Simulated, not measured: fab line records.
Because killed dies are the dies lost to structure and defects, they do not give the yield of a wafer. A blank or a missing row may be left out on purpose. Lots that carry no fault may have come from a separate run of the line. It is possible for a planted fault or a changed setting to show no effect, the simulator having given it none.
Which tool did it? ; flow n5-finfet ; Sampling: 8 lots, 22 wafers, 2 of 1938 route steps

## WHAT EACH GAUGE READ, for each wafer
N5_ZERO_LAYER_INSPECT_20: inspects for defects (darkfield).
lot;measured;on;raw-defect-count
L221;day 1 19:23;defect-inspect-01;31 33 36
L224;day 2 13:22;defect-inspect-02;48 56 36
L225;day 2 19:57;defect-inspect-01;28 35 28
L226;day 3 01:23;defect-inspect-02;15 28 30
L231;day 4 07:28;defect-inspect-02;41 22
L236;day 5 13:28;defect-inspect-01;920 80 25
L242;day 7 01:16;defect-inspect-01;58 36
L243;day 7 07:15;defect-inspect-02;61 63 83

## WHAT TOOL EACH LOT RAN ON (gives the tool, then ch and the chambers of the sampled wafers, and finally the start)
lot;N5_ZERO_LAYER_ETCH_18
L221;rie-si-01 ch 0,1,2, day 1 18:55
L224;rie-si-01 ch 1,2, day 2 12:52
L225;rie-si-04 ch 0,1,2, day 2 19:29
L226;rie-si-06 ch 2,3, day 3 00:55
L231;rie-si-04 ch 2,3, day 4 07:02
L236;rie-si-01 ch 0,1,2, day 5 12:55
L242;rie-si-06 ch 0,3, day 7 00:50
L243;rie-si-04 ch 0,1,3, day 7 06:47
- N5_ZERO_LAYER_ETCH_18: etches Si in HBr/Cl2, target depth 120 nm, time 40 s.

## THE ANSWER, worked out from the rows above alone
Rule: the usual values come from the lots themselves. The widest of any qualifying gaps counts: lots, ordered by their means at a reading, are off when they make up no more than a third of the lots, leave a main group of 4 or more, and stand apart from it by 3 or more times the standard deviation of that group's means. The tables above print the reading to a certain number of digits; a main group whose means all agree to those digits is not used. Also off: a lot with no number at a reading for which 4 or more lots have one. All remaining lots with rows at the step are treated as sound.
Off: L236, at N5_ZERO_LAYER_INSPECT_20 (raw-defect-count). Main group: mean 40, sd 14.
A tool fits if, at a process step before that reading, it ran every lot that is off, and no sound lot after the first of them. The gauges at N5_ZERO_LAYER_INSPECT_20 are tried like those tools. One fits: N5_ZERO_LAYER_ETCH_18 on rie-si-01. Its last sound lot is L224 (day 2 12:52), its first lot that is off L236 (day 5 12:55): a fault that began between those two fits.

## WHAT THE SIMULATOR PUT IN
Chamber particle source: rie-si-01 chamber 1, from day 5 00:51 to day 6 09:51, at N5_ZERO_LAYER_ETCH_18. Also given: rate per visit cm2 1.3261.
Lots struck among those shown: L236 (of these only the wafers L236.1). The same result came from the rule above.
